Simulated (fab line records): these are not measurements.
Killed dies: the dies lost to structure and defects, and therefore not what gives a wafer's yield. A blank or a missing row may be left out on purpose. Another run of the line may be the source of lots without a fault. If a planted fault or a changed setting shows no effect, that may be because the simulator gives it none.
Which tool did it?	flow n5_finfet	Sampling: 9 lots, 25 wafers, 7 of 1938 route steps

WHAT THE GAUGES READ, wafer by wafer
N5_SD_EPI_N_OVL_MEAS_10. Usual: for SD_N_BLK_OVL the level is 0.5 nm and the standard deviation is 0.74.
lot	measured	on	SD_N_BLK_OVL (nm)	flag
L985	day 3 10:55	overlay-02	0.0 -0.6 -1.1	
L988	day 4 02:32	overlay-01	1.0 -0.6 1.0	
L990	day 4 13:38	overlay-01	2.4 1.2 1.5	
L991	day 4 18:32	overlay-01	0.7 0.1 0.3	
L999	day 6 19:40	overlay-01	-0.3 -0.1	
L100	day 7 01:32	overlay-02	-0.3 0.9	
L101	day 7 09:24	overlay-01	-0.7 -0.6 0.2	
L102	day 7 12:23	overlay-01	1.5 -0.3 1.0	
L103	day 7 20:05	overlay-02	-0.2 1.5 0.0	

N5_SD_EPI_N_EPI_MEAS_23. Usual: 58.9 nm for thk_nm, sd 1.1.
lot	measured	on	thk_nm (nm)	flag
L985	day 3 15:12	film_metro-02	57.9 56.6 56.8	
L988	day 4 07:33	film_metro-02	58.6 58.1 59.0	
L990	day 4 17:07	film_metro-01	56.6 57.4 58.6	
L991	day 4 22:00	film_metro-01	58.5 58.7 58.2	
L999	day 6 23:53	film_metro-01	65.5 59.6	OFF
L100	day 7 08:10	film_metro-01	59.4 58.6	
L101	day 7 13:28	film_metro-02	59.6 57.3 57.0	
L102	day 7 17:35	film_metro-01	59.8 59.6 58.6	
L103	day 7 23:32	film_metro-02	56.8 59.3 60.3	

N5_SD_ACTIVATION_RS_MEAS_03: measurement is done with a four-point probe. Usual: RS_SD_N 21.92 ohm/sq, standard deviation 0.25; RS_SD_P 56.0 ohm/sq, standard deviation 0.86.
lot	measured	on	RS_SD_N (ohm/sq)	RS_SD_P (ohm/sq)	flag
L985	day 3 21:06	film_metro-01	22.36 22.22 22.30	55.6 55.4 56.1	
L988	day 4 13:04	film_metro-02	21.70 21.85 21.78	54.5 53.9 54.9	
L990	day 4 23:15	film_metro-02	22.20 22.33 22.06	56.4 56.1 56.2	
L991	day 5 03:20	film_metro-02	21.93 22.17 21.92	56.2 56.4 56.6	
L999	day 7 06:04	film_metro-01	19.97 21.92	56.5 56.7	OFF
L100	day 7 14:04	film_metro-01	22.11 22.00	56.0 55.7	
L101	day 7 19:38	film_metro-02	21.76 21.97 21.97	56.5 57.3 57.3	
L102	day 8 00:47	film_metro-01	21.72 22.02 22.00	55.4 55.1 55.0	
L103	day 8 05:15	film_metro-02	22.23 22.10 22.09	57.1 57.5 58.2	

N5_BEOL_M4_RC_MEAS_101. Usual: DIBL_N 36.0 mV/V, standard deviation 2.2; DIBL_P 36.2 mV/V, standard deviation 2.4; IOFF_N 0.16 nA/um, standard deviation 0.035; IOFF_P 0.21 nA/um, standard deviation 0.037; ION_N 672 uA/um, standard deviation 13; ION_P 461 uA/um, standard deviation 7; RS_SD_N 28.4 ohm/sq, standard deviation 0.32; SS_N 71.4 mV/dec, standard deviation 0.69; SS_P 73.2 mV/dec, standard deviation 0.75; VT_N 250 mV, standard deviation 3.4; VT_P -251 mV, standard deviation 3.
lot	measured	on	DIBL_N (mV/V)	DIBL_P (mV/V)	IOFF_N (nA/um)	IOFF_P (nA/um)	ION_N (uA/um)	ION_P (uA/um)	RS_SD_N (ohm/sq)	SS_N (mV/dec)	SS_P (mV/dec)	VT_N (mV)	VT_P (mV)	flag
L985	day 9 15:42	prober-02	33.4 30.8 33.7	33.8 32.2 34.7	0.13 0.10 0.14	0.17 0.16 0.19	678 659 679	460 462 465	28.9 28.8 28.8	70.8 70.2 70.8	72.1 72.1 72.4	252 257 249	-251 -254 -253	
L988	day 10 16:19	prober-02	34.8 34.9 33.5	35.5 35.1 34.3	0.14 0.14 0.12	0.20 0.20 0.18	672 666 661	463 462 457	28.3 28.4 28.3	70.9 70.7 70.3	73.6 72.9 72.7	252 251 254	-252 -248 -251	
L990	day 10 19:05	prober-01	35.2 32.3 35.6	34.8 32.9 36.0	0.14 0.11 0.14	0.18 0.16 0.19	665 655 667	455 454 461	28.9 28.7 28.7	71.1 70.3 71.0	72.2 71.8 72.8	253 254 251	-255 -252 -254	
L991	day 10 19:42	prober-02	34.2 36.7 36.2	33.5 37.9 36.5	0.13 0.18 0.16	0.18 0.24 0.22	675 684 683	465 471 460	28.4 28.5 28.7	70.3 71.8 70.8	72.5 73.6 73.1	252 246 249	-250 -246 -250	
L999	day 13 11:36	prober-02	35.1 35.8	36.3 37.0	0.15 0.16	0.22 0.23	667 677	461 463	25.8 28.4	71.1 71.8	73.1 73.0	248 250	-250 -248	OFF
L100	day 13 15:56	prober-02	34.0 34.9	34.4 34.8	0.13 0.14	0.17 0.18	664 663	454 455	28.6 28.4	71.3 72.2	72.1 72.4	252 252	-252 -253	
L101	day 13 14:39	prober-01	36.3 32.1 32.0	34.9 30.5 30.6	0.13 0.09 0.09	0.19 0.14 0.14	659 651 647	452 450 452	28.0 28.6 28.6	71.5 69.7 69.8	73.4 72.0 71.9	252 258 259	-250 -256 -254	
L102	day 13 16:46	prober-01	40.9 38.3 38.9	41.1 37.2 38.2	0.26 0.18 0.20	0.30 0.23 0.24	700 689 691	476 466 462	28.3 28.6 28.4	72.6 71.8 71.8	75.2 73.6 74.7	243 249 249	-247 -251 -249	
L103	day 14 10:02	prober-02	35.0 33.6 33.6	35.2 33.7 34.3	0.14 0.11 0.12	0.18 0.16 0.16	658 645 649	455 447 451	28.6 28.4 28.5	70.9 70.1 70.0	72.9 71.8 71.6	252 254 255	-250 -254 -253	

EACH LOT AND THE TOOL THAT RAN IT (in order: tool; ch and the chambers of the sampled wafers; start)
lot	N5_DUMMY_GATE_STRIP_48	N5_SD_EPI_N_ETCHBACK_44	N5_SD_EPI_N_EPI_21
L985	rie_diel-01 ch 0,1,2, day 3 09:42	rie_diel-04 ch 0,1,3, day 3 11:28	epi_rpcvd-02 ch 0, day 3 12:55
L988	rie_diel-02 ch 0,2, day 4 01:26	rie_diel-03 ch 1,2,3, day 4 03:01	epi_rpcvd-01 ch 0, day 4 04:32
L990	rie_diel-05 ch 1,2,3, day 4 12:09	rie_diel-03 ch 0,1,2, day 4 14:07	epi_rpcvd-01 ch 0, day 4 15:24
L991	rie_diel-01 ch 1,2,3, day 4 17:19	rie_diel-06 ch 0,2, day 4 19:01	epi_rpcvd-01 ch 0, day 4 20:17
L999	rie_diel-05 ch 0,3, day 6 17:55	rie_diel-03 ch 1,3, day 6 20:08	epi_rpcvd-02 ch 0, day 6 21:58
L100	rie_diel-01 ch 1, day 7 00:04	rie_diel-03 ch 0,1, day 7 02:01	epi_rpcvd-04 ch 0, day 7 04:07
L101	rie_diel-05 ch 0,1,2, day 7 08:11	rie_diel-03 ch 0,3, day 7 09:52	epi_rpcvd-01 ch 0, day 7 11:11
L102	rie_diel-01 ch 1,2,3, day 7 11:08	rie_diel-03 ch 0,1, day 7 12:52	epi_rpcvd-04 ch 0, day 7 15:02
L103	rie_diel-02 ch 0,1,2, day 7 18:59	rie_diel-06 ch 0,1, day 7 20:33	epi_rpcvd-01 ch 0, day 7 21:49
- N5_DUMMY_GATE_STRIP_48: strips in N2/H2, time 20 s.
- N5_SD_EPI_N_ETCHBACK_44: etches SiNx in CH3F/O2, stops on SiO2, target depth 14.5 nm.
- N5_SD_EPI_N_EPI_21: deposits Si:P, time 690 s.

AS READ BY THE TOOLS THEMSELVES (means over the sampled wafers that have a number; for cases with no such wafer, the mark the record gives instead)
N5_DUMMY_GATE_STRIP_48. Usual: chamber_pressure_mTorr 100.00 mTorr, standard deviation 0.098; drypump_motor_current_A 5.8 A, standard deviation 0.37; oes_product_au 0.77 a.u., standard deviation 0.083; rf_vpp_V 45.4 V, standard deviation 0.81; showerhead_plenum_p_Torr 3.40 Torr, standard deviation 0.11; throttle_valve_pct 12.29 %, standard deviation 0.23.
lot	tool	chamber_pressure_mTorr (mTorr)	drypump_motor_current_A (A)	oes_product_au (a.u.)	rf_vpp_V (V)	showerhead_plenum_p_Torr (Torr)	throttle_valve_pct (%)	flag
L985	rie_diel-01	99.98	6.0	0.78	45.5	3.38	12.41	
L988	rie_diel-02	100.03	5.7	0.75	46.1	3.47	12.39	
L990	rie_diel-05	100.08	5.6	0.75	45.0	3.36	12.19	
L991	rie_diel-01	99.91	5.9	0.77	44.7	3.37	12.36	
L999	rie_diel-05	99.94	5.9	0.69	45.8	3.47	12.47	
L100	rie_diel-01	100.01	5.8	0.70	45.5	3.48	12.68	
L101	rie_diel-05	100.11	5.7	0.74	45.4	3.36	12.22	
L102	rie_diel-01	100.06	5.8	0.75	45.4	3.36	12.41	
L103	rie_diel-02	100.09	5.8	0.80	46.1	3.44	12.20	

N5_SD_EPI_N_ETCHBACK_44. Usual: chamber_pressure_mTorr 29.998 mTorr, standard deviation 0.027; drypump_motor_current_A 5.7 A, standard deviation 0.48; oes_product_au 0.70 a.u., standard deviation 0.07; rf_vpp_V 299 V, standard deviation 4.5; showerhead_plenum_p_Torr 2.01 Torr, standard deviation 0.073; throttle_valve_pct 16.30 %, standard deviation 0.21.
lot	tool	chamber_pressure_mTorr (mTorr)	drypump_motor_current_A (A)	oes_product_au (a.u.)	rf_vpp_V (V)	showerhead_plenum_p_Torr (Torr)	throttle_valve_pct (%)	flag
L985	rie_diel-04	29.979	5.5	0.68	292	1.96	16.20	
L988	rie_diel-03	29.991	5.9	0.74	301	1.98	16.16	
L990	rie_diel-03	29.982	5.7	0.72	301	2.03	16.25	
L991	rie_diel-06	30.038	5.3	0.59	298	2.05	16.56	
L999	rie_diel-03	29.995	6.0	0.70	299	2.00	16.12	
L100	rie_diel-03	29.987	5.8	0.69	300	2.07	16.23	
L101	rie_diel-03	30.018	5.5	0.69	295	1.99	16.23	
L102	rie_diel-03	29.979	5.9	0.69	302	2.05	16.20	
L103	rie_diel-06	29.976	5.4	0.79	298	2.06	16.14	

THE ANSWER, worked out from the rows above alone
Rule: lot off if the mean of its wafers having a number is beyond 3 standard deviations from the usual mean. A lot without any number at a reading at which 4 lots or more have one is off too. The other lots that the step has rows for count as sound. The gauges are gone through in route order, then the tools' own readings, and for those a lot's mean is taken as printed above. At the first step where some lot is off, the reading lying furthest off is the one used; lots without a number count as furthest.
Off: L999, at N5_SD_EPI_N_EPI_MEAS_23 (thk_nm).
If a tool, at a process step before that reading, ran all the lots that are off and no sound lot after the first of them, it fits. The gauges at N5_SD_EPI_N_EPI_MEAS_23 aren't tried: what is off there is off at N5_BEOL_M4_RC_MEAS_101 too, on other tools, and a gauge's error can't cause that. One fits: epi_rpcvd-02 at N5_SD_EPI_N_EPI_21. Its last sound lot is L985 (day 3 12:55), its first lot that is off L999 (day 6 21:58): a fault that began between those two fits.

WHAT THE SIMULATOR HAD PUT IN
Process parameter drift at N5_SD_EPI_N_EPI_21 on epi_rpcvd-02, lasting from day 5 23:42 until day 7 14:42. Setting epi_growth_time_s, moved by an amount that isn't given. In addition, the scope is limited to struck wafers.
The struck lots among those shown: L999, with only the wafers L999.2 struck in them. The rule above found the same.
